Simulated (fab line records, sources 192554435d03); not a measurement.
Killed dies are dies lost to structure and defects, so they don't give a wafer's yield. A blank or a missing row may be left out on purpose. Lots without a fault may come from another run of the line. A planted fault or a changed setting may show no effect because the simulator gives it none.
fab line records | flow n5_finfet
record lots=12 wafers=31 last_day=19
route steps=1938 shown BEOL_M12@1602
lots that met no fault: from a run of the same line without faults
start_h: hours from the record's first day to the start of the lot's first wafer shown | wait_h: hours since the lot's step before | " the same as in the row above | L1.1+2: a row that stands for several wafers | - no value, or no start given | * or withheld: withheld | < > ~ a bound
route shown NAME@n: a module of which the file shows steps, and the number in the route of the first | usual: mean/standard deviation of fault-free wafers | same: alike in all rows | chamber/n: place in a boat | sites: the reading at each site | _std_site: their standard deviation | _edge_site: outer sites' mean less inner sites' | radius_mm: how far each site lies from the wafer's centre | mask NAME#n: copy n | behind: the tool/chamber that last shaped the wafer | hold: why the lot was held/for how many hours/how that ended | device: the transistor (n, p or np) that didn't switch | end of line: the same wafers' tests at the end of the route | a step without rows: its recipe alone | killed: dies lost to structure and defects at the first sort, not the wafer's yield | map: a wafer's dies, x killed, . not, _ none there
set.NAME: the setting as run; set.NAME@STEP: as run at that earlier step | model.NAME: the simulator's own value behind a step, which no gauge read
steps of the route over a sample of lots; a table a step, a row a wafer
services: from which hour (start_h, from the record's first day; less than 0 if before it) a tool's chamber was out of use, for how many hours, and why
## steps
# step N5_BEOL_M12_ILD_DEP_00
# recipe material=SiOC target_thk_a=6589.2 temp_c=350 precursor=DEMS/O2 pressure_torr=5 rf_w=500 time_s=130.7
# usual heater_power_w=466/71 showerhead_plenum_p_Torr=5.700/0.012 throttle_valve_pct=11.9/0.49
# columns lot.wafer tool chamber start_h wait_h heater_power_w showerhead_plenum_p_Torr throttle_valve_pct
L630.2 pecvd-03 0 249.15 0.0 394 5.701 11.9
L630.5 " 0 " " 316 5.701 11.8
L630.6 " 1 " " 450 5.703 11.5
L628.2 pecvd-02 1 249.68 0.0 554 5.687 12.1
L628.3 " 0 " " 417 5.700 12.5
L628.6 " 1 " " 570 5.696 12.0
L629.1 pecvd-02 0 252.43 0.0 438 5.706 12.7
L629.2 " 2 " " 417 5.703 11.2
L629.5 " 2 " " 425 5.694 11.3
L631.1 pecvd-01 1 264.45 0.0 497 5.700 12.0
L631.5 " 0 " " 534 5.691 12.4
L631.6 " 1 " " 517 5.709 11.9
L634.3 pecvd-03 1 282.18 0.0 472 5.705 11.4
L634.4 " 0 " " 383 5.714 11.5
L634.5 " 2 " " 421 5.710 10.8
L637.3 pecvd-03 2 292.22 0.0 485 5.706 10.9
L637.5 " 1 " " 551 5.700 11.7
L637.6 " 0 " " 331 5.711 11.6
L639.3 pecvd-01 1 302.87 0.0 521 5.717 12.1
L639.4 " 1 " " 528 5.687 11.9
L639.5 " 2 " " 457 5.704 12.3
L646.4 pecvd-02 0 376.21 0.1 401 5.714 12.8
L648.2 pecvd-01 1 381.34 0.0 554 5.704 11.9
L648.3 " 0 " " 573 5.691 12.4
L649.2 pecvd-02 0 403.04 0.0 374 5.695 12.6
L649.3 " 1 " " 528 5.709 12.0
L649.4 " 0 " " 395 5.711 12.7
L650.1 pecvd-02 2 403.83 0.0 395 5.699 11.8
L650.3 " 0 " " 431 5.720 12.7
L651.2 pecvd-03 2 404.44 0.0 463 5.711 11.2
L651.3 " 0 " " 364 5.699 11.8
# step N5_BEOL_M12_VIA_ETCH_16
# recipe chemistry=C4F8/O2/Ar target=SiOC pressure_mtorr=30 source_w=3000 bias_w=700 Ar_flow_sccm=400 C4F8_flow_sccm=15 O2_flow_sccm=8 he_inner_torr=15 he_outer_torr=30 target_depth_a=7248 time_s=withheld ion_energy_ev=250 ends=cleared
# usual bias_w=700.3/2.2 drypump_motor_current_A=5.6/0.46 he_outer_torr=30.00/0.054 oes_product_au=0.71/0.07 rf_vpp_V=666/3.3 showerhead_plenum_p_Torr=3.42/0.11 throttle_valve_pct=24.17/0.28
# columns lot.wafer tool chamber start_h wait_h bias_w drypump_motor_current_A he_outer_torr oes_product_au rf_vpp_V showerhead_plenum_p_Torr throttle_valve_pct
L630.2 rie_diel-06 0 250.83 0.0 700.7 5.8 30.00 0.78 670 3.61 24.32
L630.5 " 1 " " 697.6 5.8 29.96 0.67 663 3.29 24.30
L630.6 " 2 " " 698.0 4.9 30.05 0.88 664 3.34 23.45
L628.2 rie_diel-06 3 251.10 0.0 702.9 6.0 29.91 0.68 669 3.55 24.31
L628.3 " 0 " " 703.2 5.8 30.00 0.78 671 3.61 24.32
L628.6 " 1 " " 700.1 5.8 30.01 0.68 663 3.29 24.30
L629.1 rie_diel-04 0 253.23 0.0 702.1 4.7 29.98 0.72 666 3.44 24.06
L629.2 " 3 " " 698.6 5.8 30.08 0.67 662 3.27 24.40
L629.5 " 0 " " 702.9 4.7 30.04 0.72 666 3.44 24.08
L631.1 rie_diel-04 3 265.20 0.0 697.8 5.8 30.02 0.67 661 3.27 24.39
L631.5 " 0 " " 702.9 4.7 29.87 0.71 664 3.44 24.06
L631.6 " 3 " " 697.1 5.8 29.91 0.66 661 3.27 24.40
L634.3 rie_diel-06 0 282.79 0.0 695.0 5.8 30.05 0.77 670 3.61 24.35
L634.4 " 2 " " 702.4 4.9 29.96 0.85 664 3.33 23.46
L634.5 " 3 " " 701.2 6.0 29.95 0.68 668 3.54 24.33
L637.3 rie_diel-05 1 292.95 0.0 698.2 5.2 29.94 0.80 667 3.50 24.43
L637.5 " 0 " " 699.5 6.4 30.04 0.64 661 3.26 24.23
L637.6 " 3 " " 702.4 5.6 30.06 0.83 668 3.46 24.04
L639.3 rie_diel-06 3 303.48 0.0 702.1 6.0 29.98 0.67 668 3.54 24.32
L639.4 " 0 " " 701.7 5.9 29.92 0.77 670 3.60 24.35
L639.5 " 1 " " 700.3 5.8 30.07 0.67 661 3.28 24.34
L646.4 rie_diel-06 0 376.82 0.0 697.8 5.9 29.95 1.02 669 3.59 24.47
L648.2 rie_diel-06 2 381.95 0.0 701.8 4.9 29.99 0.79 663 3.32 23.49
L648.3 " 0 " " 704.4 5.8 30.00 1.02 671 3.59 24.45
L649.2 rie_diel-04 1 403.77 0.0 696.8 5.9 30.02 0.61 668 3.48 23.96
L649.3 " 2 " " 701.9 5.8 29.99 0.66 666 3.42 24.45
L649.4 " 0 " " 702.3 4.7 29.99 0.67 665 3.42 24.11
L650.1 rie_diel-05 0 404.44 0.0 699.7 6.4 30.02 0.61 660 3.24 24.28
L650.3 " 1 " " 700.1 5.2 30.03 0.75 665 3.48 24.47
L651.2 rie_diel-04 2 405.30 0.0 699.1 5.8 30.07 0.67 665 3.42 24.45
L651.3 " 3 " " 699.2 5.7 30.03 0.64 662 3.24 24.45
# step N5_BEOL_M12_STRIP_63
# recipe chemistry=N2/H2 power_w=1000 temp_c=250 h2_frac=0.65 overash_fraction=0.3 pressure_mtorr=1000 n2_flow_sccm=1750 h2_flow_sccm=3250
# usual drypump_motor_current_A=6.19/0.22 heater_power_w=353/33 n2_flow_sccm=1750/5.6 oes_product_au=0.692/0.0047 strip_time_to_endpoint_s=42.5/0.85
# columns lot.wafer tool chamber start_h wait_h drypump_motor_current_A heater_power_w n2_flow_sccm oes_product_au rf_hours_counter_h strip_time_to_endpoint_s
L630.2 plasma_asher-01 1 251.03 - 6.11 359 1748 0.693 68 42.4
L630.5 " 1 " " 6.12 356 1748 0.692 - 43.9
L630.6 " 0 " " 6.09 367 1742 0.697 - 41.4
L628.2 plasma_asher-01 0 251.30 - 6.12 369 1746 0.696 68 42.6
L628.3 " 0 " " 6.12 371 1746 0.690 - 42.9
L628.6 " 1 " " 6.13 350 1745 0.690 - 42.5
L629.1 plasma_asher-02 1 253.43 - 6.53 375 1744 0.698 131 43.0
L629.2 " 0 " " 5.96 298 1751 0.689 131 42.7
L629.5 " 0 " " 5.95 310 1754 0.700 - 42.9
L631.1 plasma_asher-02 0 265.40 - 5.97 308 1755 0.693 133 42.4
L631.5 " 0 " " 5.95 312 1746 0.690 - 41.8
L631.6 " 1 " " 6.52 396 1755 0.699 - 41.9
L634.3 plasma_asher-01 1 283.01 - 6.11 351 1743 0.679 - 42.3
L634.4 " 0 " " 6.14 372 1755 0.694 - 42.8
L634.5 " 0 " " 6.14 360 1752 0.692 - 41.6
L637.3 plasma_asher-02 1 293.17 - 6.53 385 1762 0.684 - 43.3
L637.5 " 1 " " 6.53 386 1761 0.695 - 43.5
L637.6 " 0 " " 5.99 297 1757 0.688 - 42.8
L639.3 plasma_asher-02 0 303.70 - 5.97 311 1749 0.694 - 43.2
L639.4 " 1 " " 6.52 382 1744 0.690 - 41.7
L639.5 " 0 " " 5.95 304 1749 0.705 - 43.8
L646.4 plasma_asher-01 0 377.04 - 6.12 371 1747 0.692 - 41.7
L648.2 plasma_asher-02 1 382.15 - 6.56 386 1744 0.688 157 42.6
L648.3 " 1 " " 6.55 384 1747 0.690 - 42.3
L649.2 plasma_asher-01 0 403.97 - 6.11 367 1752 0.694 97 43.7
L649.3 " 1 " " 6.13 366 1747 0.700 - 42.5
L649.4 " 0 " " 6.11 368 1745 0.696 - 43.6
L650.1 plasma_asher-01 0 404.64 - 6.10 373 1750 0.686 98 44.0
L650.3 " 0 " " 6.10 362 1757 0.696 - 42.6
L651.2 plasma_asher-02 1 405.50 - 6.52 385 1747 0.688 162 43.7
L651.3 " 1 " " 6.55 392 1741 0.691 - 44.2
# step N5_BEOL_M12_CD_MEAS_17
# recipe target_cd_nm=140 polarity=opening
# usual cd_nm=140.7/2.2
# columns lot.wafer tool chamber start_h wait_h cd_nm
L630.2 cd_sem-03 - 251.24 0.0 145.0
L630.5 " - " " 142.3
L630.6 " - " " 140.4
L628.2 cd_sem-02 - 251.50 0.0 139.2
L628.3 " - " " 140.9
L628.6 " - " " 144.0
L629.1 cd_sem-01 - 253.64 0.0 143.8
L629.2 " - " " 140.8
L629.5 " - " " 139.1
L631.1 cd_sem-01 - 265.61 0.0 141.8
L631.5 " - " " 144.2
L631.6 " - " " 139.1
L634.3 cd_sem-02 - 283.20 0.0 140.7
L634.4 " - " " 138.7
L634.5 " - " " 139.2
L637.3 cd_sem-01 - 293.37 0.0 139.5
L637.5 " - " " 141.2
L637.6 " - " " 143.0
L639.3 cd_sem-02 - 303.89 0.0 138.7
L639.4 " - " " 141.0
L639.5 " - " " 137.1
L646.4 cd_sem-03 - 377.23 0.0 144.9
L648.2 cd_sem-02 - 382.36 0.0 143.0
L648.3 " - " " 143.0
L649.2 cd_sem-03 - 404.18 0.0 139.0
L649.3 " - " " 140.0
L649.4 " - " " 140.7
L650.1 cd_sem-01 - 404.85 0.0 143.4
L650.3 " - " " 142.3
L651.2 cd_sem-02 - 405.73 0.0 146.4
L651.3 " - " " 141.0
## services
# columns tool chamber start_h hours kind
rie_diel-04 2 227.60 7.5 repair
pecvd-03 2 229.98 - clean
pecvd-03 2 229.98 - consumable_replace:showerhead
pecvd-03 2 229.98 29.0 scheduled_down
pecvd-03 2 229.98 29.0 vent_cycle
pecvd-01 1 231.76 22.7 repair
rie_diel-04 - 246.59 4.3 pm
pecvd-02 - 264.28 5.5 pm
plasma_asher-02 - 268.40 0.4 repair
rie_diel-04 3 270.27 1.4 repair
rie_diel-05 1 276.52 6.8 repair
rie_diel-05 2 314.84 9.9 repair
pecvd-03 - 324.74 0.7 repair
rie_diel-04 - 349.59 0.2 repair
plasma_asher-01 - 350.58 0.3 repair
rie_diel-04 1 363.68 6.5 repair
pecvd-02 1 369.50 7.5 repair
rie_diel-05 3 386.33 11.0 repair
rie_diel-06 3 389.38 10.4 repair
pecvd-01 - 391.84 0.6 repair
rie_diel-04 1 404.29 - clean
rie_diel-04 1 404.29 - consumable_replace:focus_ring
rie_diel-04 1 404.29 22.2 scheduled_down
rie_diel-04 1 404.29 22.2 vent_cycle
## key
first_sign step=N5_BEOL_M12_VIA_ETCH_16 reading=oes_product_au direction=up sigmas=4.4 usual=0.71 struck=1.02
effect none on later readings
met_at N5_BEOL_M12_VIA_ETCH_16
struck_lots L646,L648
struck_wafers L646.4,L648.3
not_acting_at N5_BEOL_M12_ILD_DEP_00,N5_BEOL_M12_STRIP_63,N5_BEOL_M12_CD_MEAS_17
onset_between 303.48 376.82
fault kind=process_parameter_drift tool=rie_diel-06 chamber=- onset_h=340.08 steps=N5_BEOL_M12_VIA_ETCH_16 channel=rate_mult offset=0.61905 shape=step end_h=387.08 scope=struck_wafers_only
